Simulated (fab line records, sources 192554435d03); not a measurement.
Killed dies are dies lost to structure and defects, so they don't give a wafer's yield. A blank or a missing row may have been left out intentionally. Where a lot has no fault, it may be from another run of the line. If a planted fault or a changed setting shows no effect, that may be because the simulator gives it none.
A single fault, viewed from 2 desks | flow n5Finfet | numbers are kept per desk, each desk with only its own; the story behind them comes last

== AT THE METROLOGY DESK ==
Means of the sampled wafers that have a number, per lot and without regard to the tool the lot ran on: this is what the gauges read. A lot is out of limits, marked OUT, if its mean lies more than 4 standard deviations from the usual mean; the brackets give that distance. Shown here are 7 of its 10 readings, the ones lying furthest out on some lot.
Columns: A = DIBL_N at N5_BEOL_M4_RC_MEAS_101, usual 36.2 mV/V; B = DIBL_P at N5_BEOL_M4_RC_MEAS_101, usual 36.6 mV/V; C = IOFF_P at N5_BEOL_M4_RC_MEAS_101, usual 0.21 nA/um; D = ION_P at N5_BEOL_M4_RC_MEAS_101, usual 460 uA/um; E = SS_N at N5_BEOL_M4_RC_MEAS_101, usual 71.4 mV/dec; F = VT_N at N5_BEOL_M4_RC_MEAS_101, usual 249 mV; G = VT_P at N5_BEOL_M4_RC_MEAS_101, usual -252 mV
lot  | first seen here | A    | B    | C    | D   | E    | F   | G
L874 | day 9 00:46     | 36.5 | 36.3 | 0.19 | 460 | 71.7 | 250 | -253
L879 | day 9 16:11     | 34.7 | 35.0 | 0.17 | 460 | 71.3 | 250 | -252
L880 | day 10 10:41    | 36.9 | 38.4 | 0.22 | 464 | 71.4 | 248 | -253
L882 | day 11 02:02    | 35.0 | 34.7 | 0.17 | 460 | 71.2 | 251 | -254
L881 | day 11 02:49    | 34.0 | 35.0 | 0.20 | 459 | 70.6 | 253 | -250
L883 | day 11 05:08    | 35.6 | 36.0 | 0.19 | 454 | 71.3 | 249 | -253
L884 | day 11 07:01    | 36.9 | 39.3 | 0.22 | 464 | 71.7 | 249 | -252
L885 | day 11 09:05    | 34.2 | 35.6 | 0.16 | 447 | 71.1 | 250 | -259
L888 | day 12 03:40    | 35.6 | 36.0 | 0.17 | 456 | 71.4 | 250 | -255
This desk's verdict: no lot among the 9 shows anything out of limits.

== AT THE TOOL OWNER'S DESK: rieSi-01 ==
The tool's own readings at N5_FIN_SAQP_MANDREL_ETCH_22 (etches a-Si in HBr/Cl2, stops on SiNx, target depth 60 nm, bt time 10 s, time 30 s): means of the sampled wafers that have a number, for each lot that ran on this tool. A lot is out of limits, marked OUT, if its mean lies more than 4 standard deviations from the usual mean; the brackets give that distance.
Columns: A = HBr_flow_sccm at N5_FIN_SAQP_MANDREL_ETCH_22, usual 150.0 sccm; B = biasW at N5_FIN_SAQP_MANDREL_ETCH_22, usual 75.03 W; C = drypumpMotorCurrentA at N5_FIN_SAQP_MANDREL_ETCH_22, usual 5.8 A; D = oesProductAu at N5_FIN_SAQP_MANDREL_ETCH_22, usual 0.766 a.u.; E = rfFwdPowerW at N5_FIN_SAQP_MANDREL_ETCH_22, usual 795.7 W; F = throttleValvePct at N5_FIN_SAQP_MANDREL_ETCH_22, usual 35.4 %
lot  | first seen here | A     | B     | C   | D     | E               | F
L874 | day 2 22:10     | 150.2 | 75.09 | 6.0 | 0.754 | 796.4           | 35.7
L880 | day 4 12:22     | 149.7 | 75.09 | 6.0 | 0.760 | 796.9           | 35.7
L881 | day 4 17:00     | 149.9 | 75.02 | 6.0 | 0.773 | 794.7           | 35.6
L883 | day 5 05:31     | 150.4 | 74.95 | 6.0 | 0.759 | 730.9 (-25) OUT | 35.7
L884 | day 5 11:17     | 149.9 | 75.14 | 5.7 | 0.764 | 732.9 (-24) OUT | 35.3
This desk finds L883, L884 out of limits, L883 being first, at day 5 05:31 (rfFwdPowerW at N5_FIN_SAQP_MANDREL_ETCH_22). Within limits: L874, L880, L881.

== ALL TOGETHER ==
At day 5 05:31, on L883, L884, the tool owner's desk was in a position to raise an alarm.
From the metrology desk's view, nothing was out of limits.
The metrology desk has L883, L884 on record, within its limits.
N5_FIN_SAQP_MANDREL_ETCH_22 was run on rieSi-01 by each of the lots named.

== WHAT WAS PUT IN BY THE SIMULATOR ==
rieSi-01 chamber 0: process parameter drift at N5_FIN_SAQP_MANDREL_ETCH_22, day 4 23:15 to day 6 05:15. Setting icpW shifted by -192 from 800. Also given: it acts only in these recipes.
Struck lots among those shown: L883, L884.
Hours from the fault's start to each desk's first reading out of limits: the tool owner's desk, 6.
